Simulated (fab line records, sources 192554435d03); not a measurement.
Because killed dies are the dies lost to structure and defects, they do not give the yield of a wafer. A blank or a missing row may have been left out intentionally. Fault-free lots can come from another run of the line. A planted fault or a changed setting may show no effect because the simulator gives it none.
A struck lot beside a sound one || flow n5-finfet || 15 steps out of a route of 1938
Sound: these wafers, L127.1, L127.4, L127.5. Struck: wafer L136.4 (left out: L136.1, a lot-mate that was not struck); the cause follows at the end.
Order at every step that has rows: each side's tool, ch and its chambers, its first start. Under that, the readings that differ: sound wafers || struck wafers || difference of the means || sigmas: that difference in standard deviations of wafers without a fault.
alike: a reading whose means differ by less than 2 such deviations, as well as words and numbers matching on both sides. not compared: withheld readings; readings where some wafer has no value; bounds like >300 that might hide an equal value; numbers whose values overlap and for which the record gives no deviation.
Wherever a step has rows on one side only, a row that says differs or no value, or a row with sigmas, the two part there. Numbers that don't overlap but have no deviation are shown without sigmas and don't part them. A reading missing from all wafers of one side parts the sides only when that side holds two or more wafers.

first, 2 steps without rows for these wafers: N5_BEOL_M4_PEB_09 (peb time 60 s); N5_BEOL_M4_DEVELOP_10 (develop time 30 s).
N5_BEOL_M4_CD_MEAS_11 targets a cd of 16.79 nm.
  sound on cd-sem-01 ch 0, day 9 01:38; struck on cd-sem-03 ch 0, day 11 07:43
  alike: cd-nm
N5_BEOL_M4_OVL_MEAS_12:
  sound on overlay-02 ch 0, day 9 01:40; struck on overlay-02 ch 0, day 11 07:45
  alike: M4_OVL
N5_BEOL_M4_INSPECT_13: inspects for defects (brightfield).
  sound on defect-inspect-02 at day 9 01:43; struck on defect-inspect-01 at day 11 07:48
  alike: raw-defect-count
then, 1 step without rows for these wafers: N5_BEOL_M4_DESCUM_16 (chemistry O2, time 7 s).
N5_BEOL_M4_ETCH_74: etches underlayer in N2/H2, target depth 6.5 nm, time 5.2 s.
  sound on rie-diel-05 ch 0,2, day 9 01:59; struck on rie-diel-02 ch 3, day 11 08:29
  alike: bias-w, drypump-motor-current-A, etch-rf-on-time-s, oes-product-au, rf-vpp-V, showerhead-plenum-p-Torr, throttle-valve-pct
  not compared: rf-hours-counter-h
N5_BEOL_M4_ETCH_63: etches SiARC in CF4, target depth 15.6 nm, time 26 s.
  sound on rie-diel-05 ch 0,2, day 9 02:01; struck on rie-diel-02 ch 3, day 11 08:30
{"reading": "bias-w (W)", "sound": "35.92 36.05 35.90", "struck": 36.21, "difference": "+0.25", "sigmas": "+3"}
  alike: drypump-motor-current-A, etch-rf-on-time-s, oes-product-au, rf-vpp-V, showerhead-plenum-p-Torr, throttle-valve-pct
  not compared: rf-hours-counter-h
N5_BEOL_M4_ETCH_64: etches SOC in N2/H2, target depth 75 nm, overetch 22.5 nm, time 121.9 s.
  sound on rie-diel-05 ch 0,2, day 9 02:02; struck on rie-diel-02 ch 3, day 11 08:31
  alike: bias-w, drypump-motor-current-A, oes-product-au, rf-vpp-V, showerhead-plenum-p-Torr, throttle-valve-pct
  not compared: rf-hours-counter-h
then, 2 steps without rows for these wafers: N5_BEOL_M4_STRIP_65 (strips in N2/H2); N5_BEOL_M4_STRIP_75 (strips in N2/H2).
N5_BEOL_M4_STRIP_66: strips in CF4.
  sound on rie-diel-05 ch 0,2, day 9 02:10; struck on rie-diel-02 ch 3, day 11 08:40
  alike: drypump-motor-current-A, oes-product-au, rf-vpp-V, showerhead-plenum-p-Torr, throttle-valve-pct
  not compared: rf-hours-counter-h
N5_BEOL_M4_HM_OPEN_17: chemistry Cl2/BCl3, target TiN, target depth 20 nm, overetch 6 nm.
  sound on rie-metal-01 ch 0, day 9 02:13; struck on rie-metal-02 ch 0, day 11 08:43
{"reading": "oes-product-au (a.u.)", "sound": "0.54 0.54 0.54", "struck": 0.82, "difference": "+0.28", "sigmas": "+3"}
{"reading": "throttle-valve-pct (%)", "sound": "22.49 22.48 22.49", "struck": 21.94, "difference": -0.55, "sigmas": -2}
{"reading": "model.SOC_of_BEOL_M4_COAT_61.thk-nm (nm)", "sound": "52.4 52.6 52.4", "struck": 48.6, "difference": -3.9, "sigmas": ""}
  alike: bias-w, drypump-motor-current-A, mfc-cl2-sccm
  not compared: rf-hours-counter-h
N5_BEOL_M4_STRIP_19: strips in O2.
  sound on rie-diel-03 ch 2,3, day 9 02:19; struck on rie-diel-03 ch 1, day 11 08:53
  alike: drypump-motor-current-A, oes-product-au, rf-vpp-V, showerhead-plenum-p-Torr, throttle-valve-pct
  not compared: rf-hours-counter-h
N5_BEOL_M4_RC_MEAS_101:
  sound on prober-02 ch 0, day 9 22:43; struck on prober-01 ch 0, day 11 17:13
  alike: DIBL_N, DIBL_P, IOFF_N, IOFF_P, ION_N, ION_P, SS_N, SS_P, VT_N, VT_P

== WHERE THEY PART ==
Last at N5_BEOL_M4_HM_OPEN_17 as far as this record goes, first at N5_BEOL_M4_ETCH_63. Later steps at which nothing parts them and some readings are alike: N5_BEOL_M4_STRIP_19, N5_BEOL_M4_RC_MEAS_101.

WHY: what the simulator had put in
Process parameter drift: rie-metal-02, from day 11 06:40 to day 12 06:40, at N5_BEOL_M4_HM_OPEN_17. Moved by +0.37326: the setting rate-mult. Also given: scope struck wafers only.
